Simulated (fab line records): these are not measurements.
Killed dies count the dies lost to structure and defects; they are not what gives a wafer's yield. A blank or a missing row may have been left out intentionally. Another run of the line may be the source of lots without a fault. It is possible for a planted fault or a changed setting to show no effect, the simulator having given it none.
Chamber matching + flow nand harc + NHARC_A_M1_CMP_23 on cmp-04 has 4 sister chambers
The step polishes, t overpolish 20 s, target thk 154.34 nm. 7 wafers are shown with their chamber, then 7 later ones without.

WAFERS PAIRED WITH THEIR CHAMBERS
| wafer  | chamber | motor current A (A) | time to endpoint s (s) |
|--------|---------|---------------------|------------------------|
| L082.3 | 0       | 12.2                | 34                     |
| L085.4 | 2       | 12.3                | 26                     |
| L085.6 | 0       | 12.1                | 31                     |
| L087.4 | 1       | 13.5                | 29                     |
| L087.5 | 3       | 11.1                | 28                     |
| L091.3 | 2       | 12.3                | 29                     |
| L091.4 | 3       | 11.8                | 24                     |

WAFERS WITH NO CHAMBER GIVEN
| wafer  | motor current A (A) | time to endpoint s (s) |
|--------|---------------------|------------------------|
| L091.5 | 11.6                | 32                     |
| L096.1 | 11.1                | 23                     |
| L096.3 | 11.9                | 26                     |
| L096.5 | 10.7                | 26                     |
| L097.1 | 12.6                | 22                     |
| L097.5 | 12.4                | 25                     |
| L097.6 | 13.1                | 27                     |

THE CHAMBER EACH PASSED THROUGH
| wafer  | from the rows above          | in truth |
|--------|------------------------------|----------|
| L091.5 | can't be placed: 0 or 3 or 2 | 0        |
| L096.1 | 3                            | 3        |
| L096.3 | can't be placed: 2 or 3 or 0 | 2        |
| L096.5 | 3                            | 3        |
| L097.1 | can't be placed: 2 or 1 or 3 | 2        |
| L097.5 | 2                            | 2        |
| L097.6 | can't be placed: 1 or 2      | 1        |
Placed correctly: 3 of 7. Not placeable from these rows: 4 (in 4, the candidates include the true chamber). Number placed wrongly: 0.
How it was worked out, from the rows above alone: a wafer's distance from a chamber is the root of the sum, over the readings, of the square of ((its reading less the chamber's mean) divided by the reading's scatter). If the next closest chamber is less than 2 further off than the closest, the wafer can't be placed; otherwise it belongs to the closest. Each chamber's mean is taken over the wafers shown for it. The scatter: take each reading less its chamber's mean, square it, sum over the shown wafers, divide by the number of wafers less the number of chambers, and take the root.
